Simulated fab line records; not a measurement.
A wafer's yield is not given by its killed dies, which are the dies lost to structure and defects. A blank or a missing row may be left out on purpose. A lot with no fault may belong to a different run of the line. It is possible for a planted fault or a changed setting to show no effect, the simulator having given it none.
fab line records | flow n5_finfet
record: lots: 6 wafers: 18 last_day: 18
route steps=1938 shown BEOL_M2@875 BEOL_M4@1111 PASSIVATION@1936
lots with no fault: from the same line, run without faults
start_h: the number of hours between the record's first day and the start of the first shown wafer of the lot | wait_h: hours since the lot's step before | " the same as in the row above | L1.1+2: a single row standing in for several wafers | - no value present, or no start provided | * or withheld: withheld | < > ~ a bound
route shown NAME@n: names a module that has steps shown in the file, with the first one's number in the route | usual: mean/standard deviation taken from wafers without a fault | same: alike in all rows | chamber/n: place in a boat | sites: each site's reading | _std_site: standard deviation of those values | _edge_site: outer sites' mean less inner sites' | radius_mm: for every site, how far away it sits from the centre of the wafer | mask NAME#n: copy n | behind: the tool/chamber that last shaped the wafer | hold: why the lot went on hold/how many hours it stayed there/how the hold came to an end | device: which transistor (n, p or np) failed to switch | end of line: the same wafers' tests at the end of the route | for a step that has no rows: nothing shown but its recipe | killed: dies lost to structure and defects at the first sort, not the wafer's yield | map: per-die view of a wafer (x killed, . not killed, _ where there is no die)
set.NAME: the setting as run; set.NAME@STEP: as run at that earlier step | model.NAME: the simulator's own value behind a step, which no gauge read
a table for each step, a row for each wafer; lots at some steps of the route
services: the hour from which a tool's chamber was out of use, counted from the record's first day as start_h (under 0 if before that day), plus the number of hours and why
== steps ==
step: N5_BEOL_M2_DEVELOP_27
recipe: develop_time_s: 30 developer: TMAH resist: CAR-EUV rinse_liquid: surfactant_rinse dry: air_spin dev_temp_c: 23
step: N5_BEOL_M2_CD_MEAS_28
recipe: target_cd_nm: 26.2 landing_energy_ev: 500 detector: se_inlens target_cd_y_nm: 24.1 polarity: opening
usual: cd_nm: 26.16/0.26
columns lot.wafer tool chamber start_h wait_h cd_nm
L932.1 cd_sem-03 0 161.97 - 26.23
L932.2 " 0 " " 26.39
L932.5 " 0 " " 25.49
L935.1 cd_sem-02 0 169.82 - 26.12
L935.2 " 0 " " 26.48
L935.3 " 0 " " 26.29
L941.1 cd_sem-02 0 213.68 - 26.21
L941.5 " 0 " " 25.70
L941.6 " 0 " " 26.06
L946.3 cd_sem-02 0 243.24 - 25.89
L946.5 " 0 " " 26.33
L946.6 " 0 " " 26.16
L949.1 cd_sem-02 0 269.58 - 25.69
L949.2 " 0 " " 25.83
L949.5 " 0 " " 25.86
L952.3 cd_sem-01 0 281.22 - 25.65
L952.4 " 0 " " 26.08
L952.6 " 0 " " 26.57
step: N5_BEOL_M2_OVL_MEAS_29
recipe: points_per_wafer: 522
usual: V1_OVL: 0.1/0.64
columns lot.wafer tool chamber start_h wait_h V1_OVL[nm]
L932.1 overlay-01 0 162.00 0.0 0.2
L932.2 " 0 " " 0.0
L932.5 " 0 " " 0.4
L935.1 overlay-01 0 169.85 0.0 0.1
L935.2 " 0 " " -0.1
L935.3 " 0 " " -0.4
L941.1 overlay-01 0 213.71 0.0 -0.1
L941.5 " 0 " " 1.0
L941.6 " 0 " " -0.1
L946.3 overlay-01 0 243.28 0.0 1.4
L946.5 " 0 " " 0.4
L946.6 " 0 " " 1.2
L949.1 overlay-02 0 269.61 0.0 0.9
L949.2 " 0 " " 0.0
L949.5 " 0 " " 0.0
L952.3 overlay-02 0 281.26 0.0 0.0
L952.4 " 0 " " -0.7
L952.6 " 0 " " 0.8
step: N5_BEOL_M2_INSPECT_30
recipe: mode: adi inspect_instrument: brightfield
usual: raw_defect_count: 385/78
columns lot.wafer tool chamber start_h wait_h raw_defect_count
L932.1 defect_inspect-02 - 162.06 0.1 405
L932.2 " - " " 378
L932.5 " - " " 312
L935.1 defect_inspect-02 - 169.91 0.1 394
L935.2 " - " " 363
L935.3 " - " " 413
L941.1 defect_inspect-01 - 213.77 0.1 254
L941.5 " - " " 336
L941.6 " - " " 373
L946.3 defect_inspect-02 - 243.33 0.0 357
L946.5 " - " " 349
L946.6 " - " " 434
L949.1 defect_inspect-01 - 269.67 0.1 578
L949.2 " - " " 541
L949.5 " - " " 366
L952.3 defect_inspect-01 - 281.32 0.1 409
L952.4 " - " " 391
L952.6 " - " " 421
step: N5_BEOL_M2_DESCUM_33
recipe: chemistry: O2 time_s: 7 source_power_w: 50 bias_power_w: 20 pressure_mtorr: 20 rf_frequency_hz: 2.712e+07 temp_c: 40 resist: CAR-EUV o2_flow_sccm: 225
usual: drypump_motor_current_A: 5.7/0.48 oes_product_au: 0.75/0.08 rf_vpp_V: 243.2/1.3 showerhead_plenum_p_Torr: 2.10/0.067 throttle_valve_pct: 20.55/0.28
columns lot.wafer tool chamber start_h wait_h drypump_motor_current_A oes_product_au rf_hours_counter_h rf_vpp_V showerhead_plenum_p_Torr throttle_valve_pct
L932.1 rie_diel-05 0 162.23 0.2 6.4 0.75 158 241.2 2.01 20.49
L932.2 " 2 " " 5.8 0.72 198 244.4 2.08 20.41
L932.5 " 2 " " 5.9 0.71 - 242.9 2.08 20.41
L935.1 rie_diel-05 3 169.95 0.0 5.6 0.69 224 244.2 2.15 20.32
L935.2 " 2 " " 5.9 0.71 201 243.4 2.08 20.41
L935.3 " 1 " " 4.7 0.69 204 243.6 2.17 20.96
L941.1 rie_diel-05 3 213.80 0.0 5.6 0.67 241 245.4 2.14 20.37
L941.5 " 1 " " 4.7 0.67 - 243.7 2.17 21.00
L941.6 " 2 " " 5.9 0.69 - 242.3 2.07 20.44
L946.3 rie_diel-02 0 244.28 1.0 5.3 0.72 215 243.0 2.08 20.86
L946.5 " 2 " " 5.7 0.79 - 245.1 2.11 20.50
L946.6 " 1 " " 5.9 0.72 - 241.9 1.99 20.39
L949.1 rie_diel-01 3 269.99 0.3 5.7 0.73 205 242.6 2.06 20.50
L949.2 " 2 " " 5.7 0.73 214 244.9 2.19 21.15
L949.5 " 0 " " 6.2 0.93 - 246.1 2.23 20.62
L952.3 rie_diel-05 1 281.43 0.1 4.8 0.65 245 243.2 2.16 21.04
L952.4 " 0 " " 6.4 0.73 199 241.2 2.00 20.53
L952.6 " 1 " " 4.8 0.66 - 244.7 2.16 21.04
step: N5_BEOL_M2_ETCH_77
recipe: chemistry: N2/H2 target: underlayer target_depth_a: 65 mask_material: CAR-EUV time_s: 5.2 ion_energy_ev: 200 pressure_mtorr: 30 source_w: 840 bias_w: 150 n2_flow_sccm: 200 h2_flow_sccm: 200 ends: cleared
usual: drypump_motor_current_A: 5.7/0.48 etch_rf_on_time_s: 5.30/0.16 oes_product_au: 0.64/0.07 rf_vpp_V: 523.9/2.5 showerhead_plenum_p_Torr: 2.55/0.073 throttle_valve_pct: 17.97/0.29
columns lot.wafer tool chamber start_h wait_h drypump_motor_current_A etch_rf_on_time_s oes_product_au rf_hours_counter_h rf_vpp_V showerhead_plenum_p_Torr throttle_valve_pct
L932.1 rie_diel-05 0 162.27 0.0 6.4 5.67 0.62 158 520.1 2.45 17.95
L932.2 " 2 " " 5.9 5.15 0.62 198 524.3 2.50 17.60
L932.5 " 2 " " 5.9 5.11 0.62 - 523.6 2.50 17.61
L935.1 rie_diel-05 3 169.98 0.0 5.6 5.42 0.58 224 525.5 2.62 17.81
L935.2 " 2 " " 5.9 5.12 0.61 201 523.9 2.50 17.61
L935.3 " 1 " " 4.8 5.42 0.58 204 527.1 2.62 18.32
L941.1 rie_diel-05 3 213.84 0.0 5.7 5.35 0.56 241 526.5 2.61 17.82
L941.5 " 1 " " 4.8 5.33 0.57 - 527.3 2.61 18.35
L941.6 " 2 " " 5.9 5.06 0.61 - 522.7 2.49 17.63
L946.3 rie_diel-02 0 244.32 0.0 5.3 5.19 0.60 215 521.9 2.53 18.44
L946.5 " 2 " " 5.7 5.41 0.67 - 523.8 2.58 17.97
L946.6 " 1 " " 5.9 5.38 0.61 - 519.1 2.46 18.15
L949.1 rie_diel-01 3 270.03 0.0 5.8 5.23 0.62 206 524.1 2.52 17.98
L949.2 " 2 " " 5.7 5.21 0.62 214 523.5 2.63 18.36
L949.5 " 0 " " 6.3 5.09 0.80 - 529.8 2.71 17.94
L952.3 rie_diel-05 1 281.46 0.0 4.7 5.49 0.55 245 524.8 2.60 18.38
L952.4 " 0 " " 6.4 5.59 0.60 199 519.8 2.44 18.01
L952.6 " 1 " " 4.8 5.49 0.56 - 525.3 2.60 18.39
step: N5_BEOL_M2_ETCH_69
recipe: chemistry: CF4 target: SiARC target_depth_a: 156 mask_material: CAR-EUV time_s: 26 ion_energy_ev: 80 pressure_mtorr: 40 source_w: 545 bias_w: 36 Ar_flow_sccm: 100 cf4_flow_sccm: 100 ends: cleared
usual: drypump_motor_current_A: 5.7/0.48 etch_rf_on_time_s: 26.5/0.87 oes_product_au: 0.64/0.073 rf_vpp_V: 184.0/1 showerhead_plenum_p_Torr: 2.14/0.06 throttle_valve_pct: 15.73/0.23
columns lot.wafer tool chamber start_h wait_h drypump_motor_current_A etch_rf_on_time_s oes_product_au rf_hours_counter_h rf_vpp_V showerhead_plenum_p_Torr throttle_valve_pct
L932.1 rie_diel-05 0 162.28 0.0 6.4 28.1 0.63 158 184.2 2.09 15.82
L932.2 " 2 " " 5.9 26.0 0.61 198 184.2 2.12 15.67
L932.5 " 2 " " 5.9 25.7 0.62 - 183.8 2.12 15.66
L935.1 rie_diel-05 3 170.00 0.0 5.6 26.9 0.58 224 183.8 2.21 15.68
L935.2 " 2 " " 5.9 25.4 0.62 201 184.1 2.12 15.68
L935.3 " 1 " " 4.7 26.8 0.59 204 186.2 2.20 16.01
L941.1 rie_diel-05 3 213.86 0.0 5.6 27.0 0.57 241 183.4 2.20 15.72
L941.5 " 1 " " 4.8 27.3 0.57 - 185.2 2.20 16.03
L941.6 " 2 " " 5.9 25.8 0.60 - 183.3 2.11 15.71
L946.3 rie_diel-02 0 244.34 0.0 5.3 25.8 0.61 215 183.5 2.13 16.02
L946.5 " 2 " " 5.7 27.3 0.66 - 185.3 2.17 15.74
L946.6 " 1 " " 5.9 27.4 0.60 - 181.9 2.03 15.54
L949.1 rie_diel-01 3 270.04 0.0 5.8 26.1 0.62 206 185.3 2.11 15.67
L949.2 " 2 " " 5.7 26.3 0.63 214 183.9 2.20 16.05
L949.5 " 0 " " 6.3 24.8 0.82 - 184.8 2.28 15.67
L952.3 rie_diel-05 1 281.48 0.0 4.8 27.7 0.55 245 186.1 2.19 16.06
L952.4 " 0 " " 6.4 27.4 0.61 199 181.9 2.07 15.89
L952.6 " 1 " " 4.7 27.4 0.56 - 185.3 2.19 16.06
step: N5_BEOL_M2_ALD_98
recipe: material: SiO2 target_thk_a: 25 temp_c: 100 ald_precursor_family: BDEAS ald_co_reactant: O2-plasma pulse_time_s: 1 co_reactant_pulse_time_s: 1 purge_time_s: 2 co_reactant_purge_time_s: 2 ald_cycles: 17 pressure_torr: 2
step: N5_BEOL_M2_ETCHBACK_99
recipe: chemistry: CHF3 target: SiO2 target_depth_a: 50 time_s: 10.4 source_w: 215 bias_w: 47 Ar_flow_sccm: 200 CHF3_flow_sccm: 12 ion_energy_ev: 100 pressure_mtorr: 30
usual: drypump_motor_current_A: 5.8/0.42 oes_product_au: 0.76/0.086 rf_vpp_V: 241/7.8 showerhead_plenum_p_Torr: 2.16/0.072 throttle_valve_pct: 17.19/0.28
columns lot.wafer tool chamber start_h wait_h drypump_motor_current_A oes_product_au rf_hours_counter_h rf_vpp_V showerhead_plenum_p_Torr throttle_valve_pct
L932.1 rie_diel-05 1 167.53 4.6 4.8 0.69 202 247 2.23 17.54
L932.2 " 2 " " 5.9 0.73 199 245 2.13 17.10
L932.5 " 1 " " 4.8 0.69 - 245 2.23 17.57
L935.1 rie_diel-01 3 180.25 9.9 5.8 0.75 172 240 2.13 17.08
L935.2 " 0 " " 6.2 0.68 240 225 2.06 17.63
L935.3 " 2 " " 5.7 0.75 175 248 2.22 17.39
L941.1 rie_diel-01 0 234.38 19.9 6.2 0.99 7 230 2.32 17.24
L941.5 " 1 " " 6.5 0.91 - 240 2.20 16.50
L941.6 " 2 " " 5.7 0.74 - 248 2.21 17.43
L946.3 rie_diel-01 1 248.78 4.3 6.6 0.89 23 240 2.20 16.53
L946.5 " 3 " " 5.8 0.74 - 240 2.13 17.13
L946.6 " 2 " " 5.7 0.73 - 248 2.21 17.44
L949.1 rie_diel-02 0 276.25 4.9 5.3 0.70 231 228 2.12 17.45
L949.2 " 1 " " 5.8 0.71 182 247 2.04 17.04
L949.5 " 2 " " 5.7 0.76 - 248 2.17 17.23
L952.3 rie_diel-02 1 282.78 0.5 5.9 0.70 185 247 2.04 17.07
L952.4 " 0 " " 5.3 0.70 - 225 2.12 17.46
L952.6 " 1 " " 5.8 0.71 - 246 2.04 17.05
step: N5_BEOL_M2_ETCH_70
recipe: chemistry: N2/H2 target: SOC target_depth_a: 800 overetch_a: 240 mask_material: SiARC temp_c: 40 time_s: 130 ion_energy_ev: 200 pressure_mtorr: 30 source_w: 840 bias_w: 150 n2_flow_sccm: 200 h2_flow_sccm: 200
usual: drypump_motor_current_A: 5.8/0.43 oes_product_au: 0.56/0.058 rf_vpp_V: 524.1/2.3 run_length_s: 153.3/0.46 showerhead_plenum_p_Torr: 2.56/0.08 throttle_valve_pct: 17.98/0.28
columns lot.wafer tool chamber start_h wait_h drypump_motor_current_A oes_product_au rf_hours_counter_h rf_vpp_V run_length_s showerhead_plenum_p_Torr throttle_valve_pct
L932.1 rie_diel-05 1 167.57 0.0 4.7 0.52 203 526.6 153.0 2.62 18.29
L932.2 " 2 " " 5.9 0.53 199 524.3 154.1 2.50 17.57
L932.5 " 1 " " 4.8 0.52 - 527.4 153.3 2.62 18.27
L935.1 rie_diel-01 3 180.29 0.0 5.8 0.56 172 524.6 152.9 2.53 17.88
L935.2 " 0 " " 6.3 0.50 240 519.4 154.0 2.41 18.25
L935.3 " 2 " " 5.7 0.55 175 525.9 153.2 2.64 18.24
L941.1 rie_diel-01 0 234.42 0.0 6.3 0.71 7 529.3 153.6 2.72 17.88
L941.5 " 1 " " 6.5 0.65 - 525.8 153.7 2.63 17.37
L941.6 " 2 " " 5.7 0.54 - 526.3 153.9 2.63 18.27
L946.3 rie_diel-01 1 248.81 0.0 6.5 0.65 23 525.7 153.8 2.62 17.41
L946.5 " 3 " " 5.7 0.54 - 522.7 153.1 2.52 17.92
L946.6 " 2 " " 5.7 0.54 - 525.0 153.2 2.63 18.28
L949.1 rie_diel-02 0 276.29 0.0 5.3 0.51 231 523.7 153.2 2.52 18.41
L949.2 " 1 " " 5.9 0.53 182 520.3 152.5 2.46 18.13
L949.5 " 2 " " 5.7 0.57 - 523.2 153.3 2.57 17.96
L952.3 rie_diel-02 1 282.82 0.0 5.8 0.53 186 520.0 152.9 2.45 18.16
L952.4 " 0 " " 5.3 0.51 - 522.8 153.2 2.52 18.41
L952.6 " 1 " " 5.8 0.52 - 519.5 152.6 2.45 18.14
step: N5_BEOL_M2_STRIP_71
recipe: chemistry: N2/H2 temp_c: 40 n2_flow_sccm: 200 h2_flow_sccm: 200 rf_frequency_hz: 6e+07
step: N5_BEOL_M2_STRIP_78
recipe: chemistry: N2/H2 temp_c: 40 n2_flow_sccm: 200 h2_flow_sccm: 200 rf_frequency_hz: 6e+07
step: N5_BEOL_M2_VIA_ETCH_34
recipe: chemistry: C4F6/O2 target_depth_a: 694 mask_material: SOC pressure_mtorr: 15 ion_energy_ev: 250 taper_deg: 4 time_s: 65.9 source_w: 350 bias_w: 170 Ar_flow_sccm: 300 C4F6_flow_sccm: 10 O2_flow_sccm: 10
usual: drypump_motor_current_A: 5.8/0.43 oes_product_au: 0.76/0.086 rf_vpp_V: 666/21 run_length_s: 89.2/0.48 showerhead_plenum_p_Torr: 2.85/0.091 throttle_valve_pct: 30.9/0.39
columns lot.wafer tool chamber start_h wait_h drypump_motor_current_A oes_product_au rf_hours_counter_h rf_vpp_V run_length_s showerhead_plenum_p_Torr throttle_valve_pct model.etch.depth_nm model.SOC_of_BEOL_M2_COAT_67.thk_nm
L932.1 rie_diel-05 1 167.67 0.0 4.8 0.69 203 679 89.0 2.95 31.5 68.07 52
L932.2 " 2 " " 5.9 0.72 199 678 89.6 2.82 30.4 70.71 51.8
L932.5 " 1 " " 4.8 0.69 - 679 88.8 2.95 31.5 67.19 52.2
L935.1 rie_diel-01 3 180.40 0.0 5.8 0.76 172 661 88.7 2.82 30.8 69.55 51.6
L935.2 " 0 " " 6.3 0.68 240 622 89.5 2.72 31.4 68.24 51.6
L935.3 " 2 " " 5.7 0.77 175 684 89.2 2.93 31.1 69.03 51.6
L941.1 rie_diel-01 0 234.52 0.0 6.3 0.98 7 633 89.7 3.05 31.3 71.3 51.4
L941.5 " 1 " " 6.5 0.91 - 665 89.5 2.91 30.1 71.96 51.6
L941.6 " 2 " " 5.7 0.74 - 684 75.5 2.91 31.2 54.37 53.4
L946.3 rie_diel-01 1 248.92 0.0 6.6 0.88 23 664 75.6 2.90 30.1 56.4 53.6
L946.5 " 3 " " 5.8 0.74 - 661 88.6 2.81 30.8 68.91 52
L946.6 " 2 " " 5.7 0.73 - 683 75.4 2.91 31.2 54.36 53.4
L949.1 rie_diel-02 0 276.39 0.0 5.3 0.70 231 630 89.0 2.80 31.3 68.26 52
L949.2 " 1 " " 5.9 0.71 182 684 88.3 2.70 30.6 68.31 52
L949.5 " 2 " " 5.8 0.76 - 689 89.3 2.87 30.9 67.06 52.2
L952.3 rie_diel-02 1 282.92 0.0 5.8 0.70 186 684 88.4 2.69 30.6 68.51 52
L952.4 " 0 " " 5.3 0.70 - 632 89.0 2.80 31.2 69.35 52
L952.6 " 1 " " 5.9 0.70 - 685 88.3 2.69 30.6 68.22 52
step: N5_BEOL_M2_STRIP_83
recipe: chemistry: C4F6/O2 resist: SiARC rf_frequency_hz: 6e+07
step: N5_BEOL_M4_RC_MEAS_101
usual: DIBL_N: 36.0/2.5 DIBL_P: 36.2/3 IOFF_N: 0.16/0.044 IOFF_P: 0.21/0.049 ION_N: 671/15 ION_P: 461/8.7 SS_N: 71.5/0.72 SS_P: 73.4/0.9 VT_N: 251/4.4 VT_P: -250/4
columns lot.wafer tool chamber start_h wait_h DIBL_N[mV/V] DIBL_P[mV/V] IOFF_N[nA/um] IOFF_P[nA/um] ION_N[uA/um] ION_P[uA/um] SS_N[mV/dec] SS_P[mV/dec] VT_N[mV] VT_P[mV]
L932.1 prober-02 0 206.65 0.0 36.0 38.5 0.17 0.23 659 456 71.8 74.9 248 -248
L932.2 " 0 " " 34.5 36.1 0.15 0.20 676 468 71.1 73.7 247 -249
L932.5 " 0 " " 33.9 35.1 0.13 0.18 656 451 71.0 73.2 251 -252
L935.1 prober-01 0 219.12 0.0 38.4 39.2 0.18 0.26 695 476 71.3 74.3 248 -250
L935.2 " 0 " " 38.6 40.1 0.19 0.30 680 467 72.1 74.8 248 -245
L935.3 " 0 " " 35.0 34.7 0.12 0.19 669 466 70.2 73.2 254 -252
L941.1 prober-02 0 260.71 0.0 39.9 37.9 0.20 0.24 672 462 72.0 74.2 244 -251
L941.5 " 0 " " 34.0 31.6 0.10 0.15 673 464 71.2 72.5 256 -255
L941.6 " 0 " " 38.8 38.2 0.17 0.26 666 466 72.1 75.0 248 -248
L946.3 prober-02 0 301.99 0.3 41.1 42.8 0.24 0.33 691 469 72.4 75.3 242 -244
L946.5 " 0 " " 38.0 38.4 0.17 0.22 679 456 71.8 74.9 250 -254
L946.6 " 0 " " 41.0 42.0 0.23 0.31 688 471 72.8 74.7 244 -246
L949.1 prober-02 0 306.64 0.0 35.1 34.4 0.13 0.18 656 455 72.0 72.7 254 -252
L949.2 " 0 " " 28.9 27.9 0.06 0.12 631 444 70.0 70.5 261 -256
L949.5 " 0 " " 31.9 31.1 0.09 0.14 642 453 70.7 72.2 257 -252
L952.3 prober-02 0 319.01 0.3 30.4 29.3 0.07 0.10 638 438 70.0 71.8 261 -263
L952.4 " 0 " " 35.3 35.9 0.12 0.18 662 456 71.2 73.4 256 -255
L952.6 " 0 " " 33.7 33.6 0.11 0.14 660 453 71.0 73.0 256 -258
step: N5_PASSIVATION_PROBE_49
usual: defect_limited_yield: 91.7/1.4 killed_at_M0_to_M3: 31/11 killed_at_M4_up: 13/4.6 killed_at_contacts: 13/6.7 killed_at_front_end: 39/9.6 killed_at_other: 3.5/2.8 killed_dies: 98/16 killed_open: 64/11 killed_short: 33/8.5 sort_bin_4_leakage: 0.00/0.032 sort_bin_5_function: 4.9/0.96 sort_bin_6_memory: 3.1/0.59 sort_bin_8_speed: 0.2/1.3 sort_n_pass: 1080/23 sort_yield_pct: 91.5/1.9
same: gross_dies: 1180 killed_at_back_side: 0
columns lot.wafer tool chamber start_h wait_h defect_limited_yield[%] killed_at_M0_to_M3 killed_at_M4_up killed_at_contacts killed_at_front_end killed_at_other killed_dies killed_open killed_short sort_bin_4_leakage[%] sort_bin_5_function[%] sort_bin_6_memory[%] sort_bin_8_speed[%] sort_n_pass sort_yield_pct[%]
L941.1 prober-01 - 362.21 0.0 91.5 30 11 21 33 5 100 66 34 0 5.1 3.2 0 1080 91.5
L941.5 prober-01 - 362.41 0.2 92.8 22 14 13 36 0 85 59 26 0 4.5 2.5 0 1095 92.8
L941.6 prober-01 - 362.46 0.3 93.1 24 9 17 31 0 81 58 23 0 4.2 2.4 0 1099 93.1
killed by level:class
L941.1 MOL_CONTACT_COAG:geometric_particle:open=16 FIN_SAQP:geometric_particle:short=7 BEOL_M2:geometric_particle:open=7 STI_FIN_REVEAL:geometric_particle:open=6 BEOL_M0_SAQP:geometric_particle:open=6 BEOL_M0_SAQP:geometric_particle:short=6 FIN_SAQP:geometric_particle:open=5 MOL_CONTACT_COAG:geometric_particle:short=5
L941.5 MOL_CONTACT_COAG:geometric_particle:open=12 STI_FIN_REVEAL:geometric_particle:open=9 BEOL_M4:geometric_particle:open=8 BEOL_M0_SAQP:geometric_particle:short=8 BEOL_M2:geometric_particle:open=7 FIN_SAQP:geometric_particle:open=7 FIN_SAQP:geometric_particle:short=6 DUMMY_GATE:geometric_particle:open=4
L941.6 MOL_CONTACT_COAG:geometric_particle:open=16 BEOL_M2:geometric_particle:open=8 FIN_SAQP:geometric_particle:open=6 STI_FIN_REVEAL:geometric_particle:open=6 FIN_SAQP:geometric_particle:short=4 BEOL_M0_SAQP:geometric_particle:open=4 STARTING-WAFER:geometric_particle:short=3 BEOL_M8:geometric_particle:open=3
== services ==
columns tool chamber start_h hours kind
rie_diel-01 1 177.02 - clean
rie_diel-01 1 177.02 - consumable_replace:esc
rie_diel-01 1 177.02 - consumable_replace:focus_ring
rie_diel-01 1 177.02 20.8 scheduled_down
rie_diel-01 1 177.02 20.8 vent_cycle
rie_diel-02 - 195.71 3.6 repair
rie_diel-01 0 199.26 - clean
rie_diel-01 0 199.26 - consumable_replace:focus_ring
rie_diel-01 0 199.26 - consumable_replace:showerhead
rie_diel-01 0 199.26 18.1 scheduled_down
rie_diel-01 0 199.26 18.1 vent_cycle
rie_diel-05 0 203.48 8.1 repair
rie_diel-02 2 205.00 27.5 repair
rie_diel-02 0 226.35 10.5 repair
rie_diel-02 3 241.86 46.0 repair
rie_diel-05 3 243.39 - clean
rie_diel-05 3 243.39 - consumable_replace:focus_ring
rie_diel-05 3 243.39 13.8 scheduled_down
rie_diel-05 3 243.39 13.8 vent_cycle
rie_diel-05 - 266.00 4.0 pm
== key ==
first_sign: step: N5_BEOL_M2_VIA_ETCH_34 reading: run_length_s direction: down sigmas: 29 usual: * struck: *
effect none on later readings
model_effect: step: N5_BEOL_M2_VIA_ETCH_34 value: etch.depth_nm without: 69.7 struck: 55.04
met_at N5_BEOL_M2_VIA_ETCH_34
struck_wafers L941.6,L946.3,L946.6
onset_between 180.40 234.52
fault: kind: process_parameter_drift tool: rie_diel-01 chamber: - onset_h: 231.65 steps: N5_BEOL_M2_VIA_ETCH_34 channel: time_s offset: * shape: step end_h: 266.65 scope: struck_wafers_only acts_in: * stated: *
